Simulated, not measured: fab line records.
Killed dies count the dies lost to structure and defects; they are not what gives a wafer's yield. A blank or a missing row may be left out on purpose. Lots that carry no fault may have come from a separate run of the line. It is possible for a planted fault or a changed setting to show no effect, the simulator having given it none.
Which tool did it? | flow n5_finfet | 8 lots, 24 wafers sampled, at 6 steps of a route of 1938

## WHAT EACH GAUGE READ, for each wafer
N5_BEOL_M3_CD_MEAS_11: target cd 17.05 nm. Usual: cd_nm reads 17.06 nm (standard deviation 0.23).
lot  | measured     | on        | cd_nm (nm)        | flag
L270 | day 7 09:32  | cd_sem-02 | 16.59 17.05 16.83 |
L271 | day 8 07:50  | cd_sem-02 | 16.97 17.00 16.83 |
L274 | day 8 18:18  | cd_sem-02 | 17.35 17.73 17.19 |
L279 | day 9 17:38  | cd_sem-02 | 17.11 17.22 17.18 |
L281 | day 10 11:05 | cd_sem-01 | 17.04 16.69 16.97 |
L282 | day 10 13:31 | cd_sem-01 | 17.10 16.73 16.56 |
L283 | day 10 22:35 | cd_sem-01 | 16.77 17.31 17.06 |
L286 | day 11 12:05 | cd_sem-03 | 17.47 17.09 17.15 |

N5_BEOL_M3_INSPECT_30: inspects for defects (brightfield). Usual: raw_defect_count reads 387 (standard deviation 85).
lot  | measured     | on                | raw_defect_count | flag
L270 | day 7 10:39  | defect_inspect-02 | 226 404 277      |
L271 | day 8 08:50  | defect_inspect-01 | 387 407 519      |
L274 | day 8 19:23  | defect_inspect-02 | 284 402 389      |
L279 | day 9 18:56  | defect_inspect-02 | 657 771 627      | OFF
L281 | day 10 12:11 | defect_inspect-01 | 463 522 453      |
L282 | day 10 14:36 | defect_inspect-01 | 312 272 340      |
L283 | day 10 23:47 | defect_inspect-02 | 388 325 333      |
L286 | day 11 13:03 | defect_inspect-01 | 355 437 497      |

N5_BEOL_M4_RC_MEAS_101. Usual: DIBL_N 35.8 mV/V, standard deviation 1.8; DIBL_P 35.6 mV/V, standard deviation 2; IOFF_N 0.148 nA/um, standard deviation 0.028; IOFF_P 0.20 nA/um, standard deviation 0.034; ION_N 672 uA/um, standard deviation 12; ION_P 462 uA/um, standard deviation 8.5; SS_N 71.2 mV/dec, standard deviation 0.65; SS_P 73.1 mV/dec, standard deviation 0.67; VT_N 251 mV, standard deviation 3.3; VT_P -251 mV, standard deviation 3.8.
lot  | measured     | on        | DIBL_N (mV/V)  | DIBL_P (mV/V)  | IOFF_N (nA/um)    | IOFF_P (nA/um) | ION_N (uA/um) | ION_P (uA/um) | SS_N (mV/dec)  | SS_P (mV/dec)  | VT_N (mV)   | VT_P (mV)      | flag
L270 | day 8 00:16  | prober-01 | 35.3 34.6 35.5 | 35.9 34.8 35.3 | 0.161 0.154 0.159 | 0.22 0.20 0.22 | 685 675 682   | 471 462 471   | 71.8 71.3 72.4 | 73.3 73.1 72.5 | 252 250 252 | -248 -248 -248 |
L271 | day 9 00:37  | prober-01 | 36.3 36.9 38.3 | 34.1 34.5 36.7 | 0.138 0.141 0.175 | 0.20 0.21 0.24 | 662 675 677   | 464 469 468   | 71.5 70.9 71.1 | 73.2 73.8 73.7 | 253 253 247 | -248 -248 -248 |
L274 | day 9 11:45  | prober-02 | 33.2 34.2 34.0 | 32.1 33.6 32.3 | 0.111 0.129 0.116 | 0.16 0.19 0.16 | 667 674 655   | 459 467 453   | 70.4 70.5 70.5 | 72.0 72.8 72.6 | 254 250 254 | -256 -250 -253 |
L279 | day 10 15:32 | prober-01 | 35.1 35.3 34.7 | 34.7 35.3 34.5 | 0.135 0.146 0.150 | 0.18 0.18 0.18 | 666 673 697   | 458 456 468   | 71.8 71.5 70.6 | 71.9 72.5 72.7 | 252 249 248 | -251 -251 -251 |
L281 | day 11 07:08 | prober-02 | 39.7 36.7 38.2 | 38.6 35.2 37.0 | 0.244 0.162 0.192 | 0.31 0.25 0.27 | 677 668 669   | 467 468 459   | 73.2 72.6 72.4 | 74.3 73.2 74.0 | 245 252 248 | -242 -243 -248 |
L282 | day 11 04:51 | prober-01 | 34.9 34.6 34.2 | 35.3 34.7 35.1 | 0.141 0.142 0.134 | 0.21 0.21 0.21 | 672 671 673   | 466 473 463   | 71.2 70.9 70.0 | 72.7 72.8 72.3 | 251 252 249 | -248 -251 -251 |
L283 | day 11 22:08 | prober-02 | 32.9 35.7 34.3 | 33.5 35.7 34.1 | 0.126 0.171 0.139 | 0.21 0.24 0.22 | 676 688 684   | 472 475 471   | 70.3 71.7 71.1 | 73.4 74.5 73.3 | 251 247 252 | -248 -245 -244 |
L286 | day 12 03:19 | prober-01 | 38.5 35.8 35.6 | 39.8 34.5 36.1 | 0.191 0.137 0.146 | 0.25 0.17 0.18 | 679 663 683   | 463 454 466   | 72.1 71.6 71.5 | 73.7 73.0 73.1 | 248 252 251 | -248 -252 -255 |

## EACH LOT AND THE TOOL THAT RAN IT (in order: tool; ch and the chambers of the sampled wafers; start)
lot  | N5_BEOL_M3_DESCUM_16               | N5_BEOL_M3_HM_OPEN_17             | N5_BEOL_M3_ETCH_69
L270 | rie_diel-01 ch 0,3, day 7 09:40    | rie_metal-01 ch 0,1, day 7 09:55  | rie_diel-01 ch 0,2, day 7 10:44
L271 | rie_diel-04 ch 0,2,3, day 8 07:59  | rie_metal-01 ch 0,1, day 8 08:14  | rie_diel-01 ch 1,3, day 8 08:55
L274 | rie_diel-02 ch 1,3, day 8 18:25    | rie_metal-01 ch 0,1, day 8 18:40  | rie_diel-04 ch 0,2, day 8 19:28
L279 | rie_diel-02 ch 0,1,3, day 9 18:06  | rie_metal-01 ch 0,1, day 9 18:21  | rie_diel-02 ch 1,2,3, day 9 19:02
L281 | rie_diel-04 ch 0,3, day 10 11:13   | rie_metal-02 ch 0,1, day 10 11:28 | rie_diel-04 ch 1,2, day 10 12:16
L282 | rie_diel-01 ch 0,3, day 10 13:38   | rie_metal-02 ch 0,1, day 10 13:53 | rie_diel-01 ch 0,1,2, day 10 14:41
L283 | rie_diel-04 ch 0,3, day 10 22:44   | rie_metal-03 ch 0,1, day 10 22:58 | rie_diel-02 ch 0,1,3, day 10 23:52
L286 | rie_diel-01 ch 0,2,3, day 11 12:13 | rie_metal-03 ch 0,1, day 11 12:28 | rie_diel-04 ch 0,1,3, day 11 13:08
- N5_BEOL_M3_DESCUM_16: chemistry O2, time 7 s.
- N5_BEOL_M3_HM_OPEN_17: chemistry Cl2/BCl3, target TiN, target depth 20 nm, overetch 6 nm.
- N5_BEOL_M3_ETCH_69: etches SiARC in CF4, target depth 15.6 nm, time 26 s.

## WHAT THE TOOLS THEMSELVES READ (means of the sampled wafers that have a number; where no wafer has one, the mark that the record gives instead)
N5_BEOL_M3_DESCUM_16. Usual: drypump_motor_current_A 5.4 A, standard deviation 0.48; oes_product_au 0.81 a.u., standard deviation 0.099; rf_vpp_V 243.5 V, standard deviation 1.5; showerhead_plenum_p_Torr 2.10 Torr, standard deviation 0.074; throttle_valve_pct 20.35 %, standard deviation 0.28.
lot  | tool        | drypump_motor_current_A (A) | oes_product_au (a.u.) | rf_vpp_V (V) | showerhead_plenum_p_Torr (Torr) | throttle_valve_pct (%) | flag
L270 | rie_diel-01 | 5.5                         | 0.80                  | 245.6        | 2.20                            | 20.38                  |
L271 | rie_diel-04 | 5.3                         | 0.86                  | 243.7        | 2.09                            | 20.41                  |
L274 | rie_diel-02 | 5.4                         | 0.79                  | 242.9        | 2.13                            | 20.49                  |
L279 | rie_diel-02 | 5.7                         | 0.85                  | 244.0        | 2.11                            | 20.24                  |
L281 | rie_diel-04 | 5.6                         | 0.83                  | 242.0        | 2.03                            | 20.48                  |
L282 | rie_diel-01 | 5.6                         | 0.73                  | 244.8        | 2.17                            | 20.37                  |
L283 | rie_diel-04 | 5.6                         | 0.83                  | 242.1        | 2.03                            | 20.49                  |
L286 | rie_diel-01 | 5.5                         | 0.73                  | 244.2        | 2.14                            | 20.47                  |

N5_BEOL_M3_HM_OPEN_17. Usual: drypump_motor_current_A 5.6 A, standard deviation 0.33; mfc_ar_sccm 25.00 sccm, standard deviation 0.079; oes_product_au 0.72 a.u., standard deviation 0.077; throttle_valve_pct 22.06 %, standard deviation 0.15.
lot  | tool         | drypump_motor_current_A (A) | mfc_ar_sccm (sccm) | oes_product_au (a.u.) | throttle_valve_pct (%) | flag
L270 | rie_metal-01 | 5.4                         | 25.02              | 0.79                  | 21.95                  |
L271 | rie_metal-01 | 5.3                         | 25.04              | 0.76                  | 21.94                  |
L274 | rie_metal-01 | 5.2                         | 25.00              | 0.74                  | 21.96                  |
L279 | rie_metal-01 | 5.2                         | 25.05              | 0.74                  | 21.97                  |
L281 | rie_metal-02 | 5.6                         | 24.88              | 0.72                  | 22.33                  |
L282 | rie_metal-02 | 5.6                         | 24.99              | 0.72                  | 22.34                  |
L283 | rie_metal-03 | 5.7                         | 24.99              | 0.70                  | 22.01                  |
L286 | rie_metal-03 | 5.7                         | 24.94              | 0.73                  | 21.97                  |

N5_BEOL_M3_ETCH_69. Usual: for drypump_motor_current_A, 5.5 A with a standard deviation of 0.47; for etch_rf_on_time_s, 25.6 s with a standard deviation of 0.71; for mfc_ar_sccm, 100.02 sccm with a standard deviation of 0.29; for oes_product_au, 0.70 a.u. with a standard deviation of 0.093; for rf_vpp_V, 184.3 V with a standard deviation of 1.1; for showerhead_plenum_p_Torr, 2.16 Torr with a standard deviation of 0.07; for throttle_valve_pct, 15.53 % with a standard deviation of 0.28.
lot  | tool        | drypump_motor_current_A (A) | etch_rf_on_time_s (s) | mfc_ar_sccm (sccm) | oes_product_au (a.u.) | rf_vpp_V (V) | showerhead_plenum_p_Torr (Torr) | throttle_valve_pct (%) | flag
L270 | rie_diel-01 | 5.4                         | 26.0                  | 100.04             | 0.65                  | 184.8        | 2.17                            | 15.66                  |
L271 | rie_diel-01 | 5.9                         | 24.9                  | 99.87              | 0.78                  | 183.8        | 2.14                            | 15.24                  |
L274 | rie_diel-04 | 4.9                         | 25.2                  | 100.06             | 0.79                  | 185.3        | 2.23                            | 15.41                  |
L279 | rie_diel-02 | 5.2                         | 25.8                  | 100.11             | 0.65                  | 183.7        | 2.15                            | 15.69                  |
L281 | rie_diel-04 | 5.0                         | 25.1                  | 99.73              | 0.80                  | 184.7        | 2.21                            | 15.27                  |
L282 | rie_diel-01 | 5.6                         | 25.2                  | 100.10             | 0.72                  | 183.2        | 2.15                            | 15.47                  |
L283 | rie_diel-02 | 5.7                         | 25.6                  | 100.03             | 0.72                  | 183.9        | 2.17                            | 15.52                  |
L286 | rie_diel-04 | 5.5                         | 25.9                  | 100.27             | 0.72                  | 182.9        | 2.10                            | 15.54                  |

## THE ANSWER, worked out from the rows above alone
Rule: a lot counts as off when the mean over its wafers that have a number is more than 3 standard deviations away from the usual mean. Also off: a lot with no number at a reading for which 4 or more lots have one. Where the step has rows for the other lots, those lots are counted as sound. First the gauges in route order, then the tools' own readings, where a lot's mean is used as printed above. At the first step where some lot is off, the reading lying furthest off is the one used; lots without a number count as furthest.
Off: L279, at N5_BEOL_M3_INSPECT_30 (raw_defect_count).
If a tool, at a process step before that reading, ran all the lots that are off and no sound lot after the first of them, it fits. Gauges at N5_BEOL_M3_INSPECT_30: tried the same way as those tools. This does not decide it: 2 tools fit, namely rie_diel-02 at N5_BEOL_M3_DESCUM_16 and rie_metal-01 at N5_BEOL_M3_HM_OPEN_17.

## WHAT THE SIMULATOR HAD INSERTED
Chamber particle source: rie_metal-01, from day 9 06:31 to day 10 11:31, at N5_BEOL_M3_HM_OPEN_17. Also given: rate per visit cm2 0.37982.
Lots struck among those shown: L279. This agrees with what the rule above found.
